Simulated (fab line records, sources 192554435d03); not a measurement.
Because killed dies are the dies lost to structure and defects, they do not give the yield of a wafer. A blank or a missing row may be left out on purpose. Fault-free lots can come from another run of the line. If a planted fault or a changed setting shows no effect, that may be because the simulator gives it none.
Lot-split experiment | flow n5-finfet | 21 wafers read from 7 lots, route of 1938 steps

== THE SPLIT ==
At N5_BEOL_M8_EXPOSE_08 (exposes mask M8), the setting dose-mj was moved away from the recipe's 68.25 on 4 of the 21 wafers read, by -6.7% to +5.9%. For the rest of the wafers, this setting stayed at what the recipe calls for.

== FROM THE SPLIT TO THE READING: what the file shows between them, 20 steps ==
- N5_BEOL_M8_PEB_09: peb time 60 s
- N5_BEOL_M8_DEVELOP_10: develop time 30 s
- N5_BEOL_M8_CD_MEAS_11: target cd 38.5 nm
- N5_BEOL_M8_DESCUM_16: chemistry O2, time 7.9 s
- N5_BEOL_M8_ETCH_61: etches SiARC in CF4, target depth 45.5 nm, time 75.8 s
- N5_BEOL_M8_ETCH_62: etches SOC in N2/H2, target depth 110 nm, overetch 22 nm, time 165 s
- N5_BEOL_M8_STRIP_68: strips in N2/H2
- N5_BEOL_M8_STRIP_67: strips in CF4
- N5_BEOL_M8_HM_OPEN_17: chemistry Cl2/BCl3, target TiN, target depth 20 nm, overetch 6 nm
- N5_BEOL_M8_STRIP_19: strips in O2 (also split here: pressure-mtorr)
- N5_BEOL_M8_CD_MEAS_18: pitch 80 nm, target cd 40 nm
- N5_BEOL_M8_EXPOSE_25: exposes mask V7, target cd 40 nm (also split here: dose-mj)
- N5_BEOL_M8_PEB_26: peb time 60 s
- N5_BEOL_M8_DEVELOP_27: develop time 30 s
- N5_BEOL_M8_CD_MEAS_28: target cd 40 nm
- N5_BEOL_M8_DESCUM_33: chemistry O2, time 7 s
- N5_BEOL_M8_ETCH_72: etches underlayer in N2/H2, target depth 6.5 nm, time 5.2 s
- N5_BEOL_M8_ETCH_65: etches SiARC in CF4, target depth 15.6 nm, time 26 s
- N5_BEOL_M8_PRECLEAN_42: cleans in residue remover, time 60 s
- N5_BEOL_M8_SRD_43: time 30 s

== THE READING ==
cd-nm at N5_BEOL_M8_CD_MEAS_35, given in nm (cd target 40 nm). On this fab line, fault-free wafers typically give 40.0 nm with a standard deviation of 0.72 nm.

wafer  | tool, chamber at the split | dose-mj as run | against the recipe | cd-nm, nm | against lot-mates on the recipe
L076.1 | arfi-scanner-02, 0         | 68.25          | recipe             | 39.5      | -
L076.4 | arfi-scanner-02, 0         | 68.25          | recipe             | 40.1      | -
L076.5 | arfi-scanner-02, 0         | 68.25          | recipe             | 40.5      | -
L084.1 | arfi-scanner-01, 0         | 68.25          | recipe             | 41.1      | -
L084.4 | arfi-scanner-01, 0         | 68.25          | recipe             | 40.1      | -
L084.5 | arfi-scanner-01, 0         | 68.25          | recipe             | 40.0      | -
L085.1 | arfi-scanner-01, 0         | 68.25          | recipe             | 40.0      | -
L085.3 | arfi-scanner-01, 0         | 72.25          | +5.9%              | 43.9      | +3.4
L085.5 | arfi-scanner-01, 0         | 68.25          | recipe             | 40.9      | -
L086.2 | arfi-scanner-03, 0         | 68.25          | recipe             | 40.8      | -
L086.4 | arfi-scanner-03, 0         | 69.93          | +2.5%              | 41.3      | +0.5
L086.5 | arfi-scanner-03, 0         | 69.93          | +2.5%              | 42.2      | +1.4
L088.1 | arfi-scanner-03, 0         | 68.25          | recipe             | 39.4      | -
L088.4 | arfi-scanner-03, 0         | 68.25          | recipe             | 39.0      | -
L088.6 | arfi-scanner-03, 0         | 63.69          | -6.7%              | 34.9      | -4.3
L089.2 | arfi-scanner-02, 0         | 68.25          | recipe             | 40.2      | -
L089.3 | arfi-scanner-02, 0         | 68.25          | recipe             | 40.1      | -
L089.6 | arfi-scanner-02, 0         | 68.25          | recipe             | 39.2      | -
L091.1 | arfi-scanner-02, 0         | 68.25          | recipe             | 40.0      | -
L091.4 | arfi-scanner-02, 0         | 68.25          | recipe             | 39.4      | -
L091.6 | arfi-scanner-02, 0         | 68.25          | recipe             | 39.4      | -

THE FIT
A straight line over all 21 wafers: cd-nm changes by +0.722 nm for each +1% of dose-mj; r = +0.94; the points scatter about the line by 0.58 nm.
The same after taking each lot's own level away (the mean of its wafers on the recipe; 21 wafers): +0.592 nm for each +1%; r = +0.95; scatter 0.43 nm.
According to that fit, moving dose-mj by its largest amount changes the reading by 4 nm.
Measured against the standard deviation above, the lots' own levels, which go from 39.20 to 40.80 nm, span 2.2 times it.
In other words, the slope is changed by the lot-to-lot level; the two fits disagree.
Check: with one of the wafers moved furthest among these (-6.7%) left out of the fit, the line predicts -3.64 nm for it against its lot-mates. Against them it came out at -4.3 nm.

== OTHER SPLITS ON THESE WAFERS ==
Other splits were also applied to these wafers ahead of the reading. Each is held against what the fit with the lots' levels taken away leaves over:
other split on the same wafers     | wafers away from the commonest value | r with cd-nm (lot level and that fit taken away)
N5_BEOL_M8_ILD_DEP_00 time-s       | 8                                    | -0.05
N5_BEOL_M8_STRIP_19 pressure-mtorr | 12                                   | +0.10
N5_BEOL_M8_EXPOSE_25 dose-mj       | 7                                    | -0.32

== THE WHOLE CHAIN: every reading that the file lists as answering this split, in the file's order ==
step                  | what it does                                                         | reading                                                               | change (the file's fit)               | r (the file's)
N5_BEOL_M8_CD_MEAS_11 | target cd 38.5 nm                                                    | cd-nm                                                                 | +0.523 nm for each +1% of the setting | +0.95
N5_BEOL_M8_ETCH_61    | etches SiARC in CF4, target depth 45.5 nm, time 75.8 s               | BEOL_M8.cd-offset-nm (the simulator's own value, which no gauge read) | +0.53 nm for each +1% of the setting  | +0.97
N5_BEOL_M8_ETCH_62    | etches SOC in N2/H2, target depth 110 nm, overetch 22 nm, time 165 s | BEOL_M8.cd-offset-nm (the simulator's own value, which no gauge read) | +0.551 nm for each +1% of the setting | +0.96
N5_BEOL_M8_HM_OPEN_17 | chemistry Cl2/BCl3, target TiN, target depth 20 nm, overetch 6 nm    | BEOL_M8.cd-offset-nm (the simulator's own value, which no gauge read) | +0.558 nm for each +1% of the setting | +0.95
N5_BEOL_M8_CD_MEAS_18 | pitch 80 nm, target cd 40 nm                                         | cd-nm                                                                 | +0.595 nm for each +1% of the setting | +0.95
N5_BEOL_M8_CD_MEAS_35 | target cd 40 nm                                                      | cd-nm                                                                 | +0.601 nm for each +1% of the setting | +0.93

== THE FILE'S OWN FIT ==
cd-nm changes by +0.601 nm for each +1% of dose-mj, r = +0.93.
